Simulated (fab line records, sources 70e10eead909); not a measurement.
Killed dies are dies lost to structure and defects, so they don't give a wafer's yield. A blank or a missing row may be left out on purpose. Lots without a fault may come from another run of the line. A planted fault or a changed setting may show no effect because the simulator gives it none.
fab line records | flow nand_harc
record lots=6 wafers=18 last_day=25
route steps=1159 shown A_WL_FILL@817 END@1159
lots that met no fault: from a run of the same line without faults
start_h: hours from the record's first day to the start of the lot's first wafer shown | wait_h: hours since the lot's step before | " the same as in the row above | L1.1+2: a row that stands for several wafers | - no value, or no start given | * or withheld: withheld | < > ~ a bound
route shown NAME@n: a module of which the file shows steps, and the number in the route of the first | usual: mean/standard deviation of fault-free wafers | same: alike in all rows | chamber/n: place in a boat | sites: the reading at each site | _std_site: their standard deviation | _edge_site: outer sites' mean less inner sites' | radius_mm: how far each site lies from the wafer's centre | mask NAME#n: copy n | behind: the tool/chamber that last shaped the wafer | hold: why the lot was held/for how many hours/how that ended | device: the transistor (n, p or np) that didn't switch | end of line: the same wafers' tests at the end of the route | a step without rows: its recipe alone | killed: dies lost to structure and defects at the first sort, not the wafer's yield | map: a wafer's dies, x killed, . not, _ none there
set.NAME: the setting as run; set.NAME@STEP: as run at that earlier step | model.NAME: the simulator's own value behind a step, which no gauge read
lots at some steps of the route; a table a step, a row a wafer
services: from which hour (start_h, from the record's first day; less than 0 if before it) a tool's chamber was out of use, for how many hours, and why
## steps
# step NHARC_A_WL_FILL_STRIP_28
# recipe time_s=1200 temp_c=72.5 chemistry=post_etch_residue_remover
# step NHARC_A_WL_FILL_PRECLEAN_06
# recipe time_s=300 chemistry=DIW
# step NHARC_A_WL_FILL_SRD_07
# step NHARC_A_WL_FILL_ANNEAL_08
# recipe temp_c=450 time_s=1800
# step NHARC_A_WL_FILL_ALD_10
# recipe target_thk_a=500 pulse_time_s=10 ald_cycles=500 temp_c=300 material=SiO2
# usual heater_power_w=462/44 precursor_pulse_height_rel=1.001/0.021 susceptor_temp_C=299.96/0.19
# columns lot.wafer tool chamber start_h wait_h heater_power_w precursor_pulse_height_rel susceptor_temp_C
L964.1 ald_hk-03 0 379.89 0.1 447 1.007 300.02
L964.4 " 2 380.94 1.1 432 0.976 300.23
L964.3 " 3 " " 435 0.997 299.77
L974.4 ald_hk-02 1 449.29 3.6 534 0.983 300.05
L974.2 " 3 450.31 4.6 425 0.987 300.34
L974.5 " 1 451.34 5.7 515 0.978 299.87
L975.1 ald_hk-01 0 467.09 4.7 404 1.044 299.89
L975.5 " 1 " " 407 0.977 299.99
L975.6 " 2 " " 480 1.006 299.56
L981.3 ald_hk-01 1 479.33 0.6 410 1.025 -
L981.2 " 2 " " 485 0.979 -
L981.6 " 1 481.35 2.6 397 0.972 -
L980.4 ald_hk-02 2 480.55 1.8 476 0.983 299.82
L980.5 " 3 " " 383 0.995 299.69
L980.6 " 0 " " 494 1.016 299.99
L982.3 ald_hk-02 3 497.17 1.8 382 0.974 300.09
L982.5 " 0 " " 498 0.982 300.34
L982.6 " 1 " " 504 1.002 299.78
# step NHARC_A_WL_FILL_ETCHBACK_16
# recipe target_depth_a=880 time_s=17.6 c4f8_flow_sccm=withheld o2_flow_sccm=8 ar_flow_sccm=withheld rf_w=600 bias_w=800 chemistry=C4F8/O2/Ar
# usual oes_product_au=0.988/0.023 rf_vpp_V=724/3.6
# columns lot.wafer tool chamber start_h wait_h oes_product_au rf_hours_counter_h rf_vpp_V
L964.1 rie_diel-07 0 - - 0.939 3.2 723
L964.3 " 2 " " 0.921 3.5 724
L964.4 " 3 " " 0.925 3.4 723
L974.2 rie_diel-07 2 - - 1.009 1.2 724
L974.4 " 3 " " 0.998 1.3 722
L974.5 " 2 " " 0.996 - 724
L975.1 rie_diel-07 3 - - 0.973 1.8 723
L975.6 " 1 " " 0.968 - 722
L975.5 " 2 " " 0.960 - 725
L981.3 rie_diel-06 3 - - 1.009 3.6 718
L981.2 " 0 " " 1.010 4.3 723
L981.6 " 1 " " 1.004 - 721
L980.4 rie_diel-06 1 - - 0.992 4.3 720
L980.5 " 3 " " 1.001 - 717
L980.6 " 0 " " 1.002 - 722
L982.3 rie_diel-09 0 - - 0.999 2.0 724
L982.6 " 3 " " 0.993 - 729
L982.5 " 0 " " 1.009 - 724
# step NHARC_A_WL_FILL_STRIP_29
# recipe time_s=20 o2_flow_sccm=500 ar_flow_sccm=0 bias_w=0 chemistry=O2
# usual drypump_motor_current_A=5.7/0.44 oes_product_au=0.995/0.0089 rf_vpp_V=57.8/0.91 showerhead_plenum_p_Torr=3.55/0.12 throttle_valve_pct=17.036/0.0092
# columns lot.wafer tool chamber start_h wait_h drypump_motor_current_A oes_product_au rf_hours_counter_h rf_vpp_V showerhead_plenum_p_Torr throttle_valve_pct
L964.3 rie_diel-07 3 384.69 0.1 6.0 1.005 3.4 57.5 3.48 17.026
L964.4 " 0 " " 6.3 1.006 3.3 56.9 3.50 17.030
L964.1 " 1 " " 5.1 0.991 3.3 57.7 3.46 17.050
L974.4 rie_diel-07 2 453.50 0.1 6.0 0.985 1.3 57.8 3.57 17.045
L974.2 " 3 " " 5.9 1.000 1.3 58.5 3.48 17.031
L974.5 " 0 " " 6.3 1.008 - 58.1 3.50 17.041
L975.1 rie_diel-07 0 470.28 0.1 6.3 1.008 1.7 57.4 3.50 17.041
L975.6 " 2 " " 6.0 0.987 - 59.0 3.57 17.028
L975.5 " 3 " " 5.9 0.998 - 58.1 3.48 17.044
L981.2 rie_diel-06 0 483.50 0.1 5.4 1.008 4.3 57.7 3.49 17.043
L981.3 " 1 " " 6.1 0.994 4.3 56.9 3.44 17.047
L981.6 " 3 " " 5.5 1.012 - 56.7 3.33 17.028
L980.4 rie_diel-06 0 483.76 0.1 5.4 1.002 4.3 56.1 3.49 17.029
L980.5 " 1 " " 6.2 0.981 - 57.4 3.44 17.048
L980.6 " 2 " " 5.9 0.989 - 57.7 3.45 17.040
L982.3 rie_diel-09 1 500.37 0.1 5.8 0.996 1.7 58.7 3.74 17.030
L982.5 " 2 " " 5.8 1.001 - 59.2 3.67 17.041
L982.6 " 3 " " 4.7 0.991 - 57.6 3.74 17.051
# step NHARC_A_WL_FILL_ETCHBACK_17
# recipe target_depth_a=40 time_s=26.7 chemistry=Cl2/BCl3
# usual drypump_motor_current_A=5.8/0.47 oes_product_au=1.002/0.011
# columns lot.wafer tool chamber start_h wait_h drypump_motor_current_A oes_product_au rf_hours_counter_h
L964.1 rie_metal-03 0 384.79 - 5.5 1.020 2.3
L964.3 " 1 " " 5.7 0.998 -
L964.4 " 0 " " 5.5 1.024 -
L974.2 rie_metal-02 1 453.58 - 6.5 1.006 1.2
L974.4 " 1 " " 6.5 1.006 -
L974.5 " 0 " " 5.1 1.014 -
L975.1 rie_metal-03 1 470.36 - 5.7 1.009 0.2
L975.5 " 1 " " 5.7 1.004 -
L975.6 " 0 " " 5.6 1.009 -
L981.2 rie_metal-02 0 483.58 - 5.1 1.006 2.3
L981.3 " 0 " " 5.1 1.004 -
L981.6 " 0 " " 5.1 1.012 -
L980.4 rie_metal-01 1 483.88 - 5.7 0.979 -
L980.5 " 1 " " 5.7 0.989 -
L980.6 " 0 " " 5.9 1.011 -
L982.3 rie_metal-01 0 500.48 - 5.9 1.002 -
L982.6 " 0 " " 5.9 1.006 -
L982.5 " 1 " " 5.7 0.993 -
# step NHARC_A_WL_FILL_PRECLEAN_18
# recipe time_s=30 chemistry=dHF
# step NHARC_A_WL_FILL_SRD_21
# step NHARC_A_WL_FILL_CVD_23
# recipe target_thk_a=400 temp_c=620 pressure_mtorr=200 time_s=800 material=poly-Si
# step NHARC_A_WL_FILL_ETCHBACK_26
# recipe target_depth_a=520 time_s=13.3 hbr_flow_sccm=150 rf_w=350 icp_w=350 bias_w=60 chemistry=HBr
# usual drypump_motor_current_A=5.6/0.59 oes_product_au=0.997/0.0089 throttle_valve_pct=23.266/0.0089
# columns lot.wafer tool chamber start_h wait_h drypump_motor_current_A oes_product_au rf_hours_counter_h throttle_valve_pct
L964.1 rie_si-03 1 389.97 0.4 5.6 1.001 0.33 23.283
L964.3 " 2 " " 5.3 0.992 0.42 23.275
L964.4 " 3 " " 6.7 1.000 0.35 23.264
L974.4 rie_si-06 2 458.48 0.4 5.6 0.993 0.77 23.277
L974.2 " 3 " " 5.8 1.003 0.75 23.261
L974.5 " 2 " " 5.5 0.993 - 23.270
L975.1 rie_si-03 3 475.67 0.4 6.7 0.986 1.00 23.246
L975.5 " 1 " " 5.6 1.004 - 23.260
L975.6 " 2 " " 5.3 0.867 - 23.257
L981.2 rie_si-06 3 488.61 0.4 5.8 0.990 0.87 23.268
L981.3 " 1 " " 4.8 0.990 0.79 23.267
L981.6 " 3 " " 5.8 0.995 - 23.270
L980.4 rie_si-03 1 488.64 0.4 5.6 1.008 - 23.262
L980.5 " 2 " " 5.3 1.002 - 23.249
L980.6 " 3 " " 6.7 0.863 - 23.268
L982.3 rie_si-06 3 505.76 0.4 5.8 0.993 1.01 23.265
L982.6 " 2 " " 5.5 0.992 - 23.271
L982.5 " 3 " " 5.8 0.997 - 23.270
# step NHARC_A_WL_FILL_PRECLEAN_30
# recipe time_s=10 chemistry=dHF
# step NHARC_END_SORT_01
# recipe temp_c=25
# usual killed_at_array=27/12 killed_at_other=0.5/0.9 killed_at_periphery=3.7/2.7 killed_dies=31/12 killed_open=3.3/2 killed_short=2.0/1.4
# same gross_dies=677
# columns lot.wafer tool chamber start_h wait_h killed_at_array killed_at_other killed_at_periphery killed_dies killed_open killed_short
L964.1 prober-01 0 495.72 2.5 29 3 2 34 6 2
L964.3 prober-01 0 497.35 3.1 29 5 3 37 2 5
L964.4 prober-01 0 498.16 3.4 20 0 2 22 4 2
L980.4 prober-02 0 588.70 3.4 14 2 2 18 3 1
L980.5 prober-02 0 589.50 3.7 14 0 3 17 5 2
L980.6 prober-02 0 590.30 4.0 11 2 0 13 2 0
# killed by level:class
L964.1 A_CHANNEL_HOLE_D1:chamber_film_flake=12 A_CONTACT:chamber_film_flake=7 THIN_TSV:chamber_film_flake=3 A_CONTACT:geometric_particle:open=2 A_WL_FILL:chamber_film_flake=2 P_STI:geometric_particle:open=1 A_ONON_D1:geometric_particle:open=1 A_CHANNEL_FILL_D1:geometric_particle:short=1
L964.3 A_CHANNEL_HOLE_D1:chamber_film_flake=16 THIN_TSV:chamber_film_flake=4 A_ONON_D1:geometric_particle:short=3 P_M0:chamber_film_flake=2 A_STAIRCASE:chamber_film_flake=2 A_WL_FILL:chamber_film_flake=2 A_CONTACT:chamber_film_flake=2 A_BONDPAD:chamber_film_flake=2
L964.4 A_CHANNEL_HOLE_D1:chamber_film_flake=12 A_CONTACT:chamber_film_flake=2 P_M0:geometric_particle:open=1 A_ONON_D1:geometric_particle:short=1 A_WL_FILL:geometric_particle:short=1 A_CONTACT:geometric_particle:open=1 A_BLC:geometric_particle:open=1 A_BONDPAD:geometric_particle:open=1
L980.4 A_CHANNEL_HOLE_D1:chamber_film_flake=5 A_CONTACT:chamber_film_flake=3 P_ZERO_WELL:chamber_film_flake=2 A_ONON_D1:geometric_particle:open=1 A_CONTACT:geometric_particle:open=1 A_CONTACT:geometric_particle:short=1 A_BLC:geometric_particle:open=1 A_CHANNEL_FILL_D1:chamber_film_flake=1
L980.5 A_CHANNEL_HOLE_D1:chamber_film_flake=4 A_CONTACT:chamber_film_flake=4 P_GATE:geometric_particle:open=1 P_CONTACT:geometric_particle:open=1 A_ONON_D1:geometric_particle:open=1 A_CHANNEL_FILL_D1:geometric_particle:short=1 A_CONTACT:geometric_particle:open=1 A_M0:geometric_particle:short=1
L980.6 A_CHANNEL_HOLE_D1:chamber_film_flake=4 A_CONTACT:chamber_film_flake=3 THIN_TSV:chamber_film_flake=2 A_ONON_D1:geometric_particle:open=1 A_CHANNEL_HOLE_D1:geometric_particle:open=1 A_CHANNEL_FILL_D1:chamber_film_flake=1 A_STAIRCASE:chamber_film_flake=1
## services
# columns tool chamber start_h hours kind
rie_diel-06 1 357.15 8.1 repair
rie_diel-07 0 359.70 - clean
rie_diel-07 1 359.70 - clean
rie_si-06 - 360.00 9.0 pm
rie_diel-07 3 366.57 2.2 repair
rie_diel-06 3 376.75 9.8 repair
rie_metal-02 - 388.00 9.0 pm
rie_si-03 2 394.77 32.6 repair
rie_diel-06 1 401.28 1.9 repair
rie_diel-06 - 403.74 0.7 repair
rie_diel-07 - 405.20 9.0 pm
rie_diel-09 - 409.63 0.5 repair
rie_diel-06 - 418.33 9.0 pm
rie_diel-09 - 431.10 9.0 pm
rie_diel-06 3 436.01 8.0 repair
rie_diel-09 1 441.60 13.5 repair
rie_si-06 - 451.00 0.4 repair
rie_metal-03 - 453.00 9.0 pm
ald_hk-02 - 458.22 10.0 pm
rie_si-03 0 484.62 7.1 repair
rie_diel-07 1 485.86 8.3 repair
rie_si-03 3 499.14 7.3 repair
rie_diel-06 2 499.26 6.1 repair
ald_hk-03 - 503.66 10.0 pm
## key
first_sign step=NHARC_A_WL_FILL_ETCHBACK_26 reading=oes_product_au direction=down sigmas=15 usual=0.997 struck=0.865
effect none on later readings
met_at NHARC_A_WL_FILL_ETCHBACK_26
struck_wafers L975.6,L980.6
tester_left_out L975,L980
onset_between 389.97 475.67
fault kind=process_parameter_drift tool=rie_si-03 chamber=- onset_h=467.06 steps=NHARC_A_WL_FILL_ETCHBACK_26 channel=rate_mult offset=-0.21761 shape=step end_h=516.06 scope=struck_wafers_only
# tester_left_out: of these lots the tester's yield and bins aren't shown, on N5 and GAA mostly nor the transistor test; their killed dies are dies lost to structure and defects alone, not to doping, threshold or leakage, so they don't give the yield
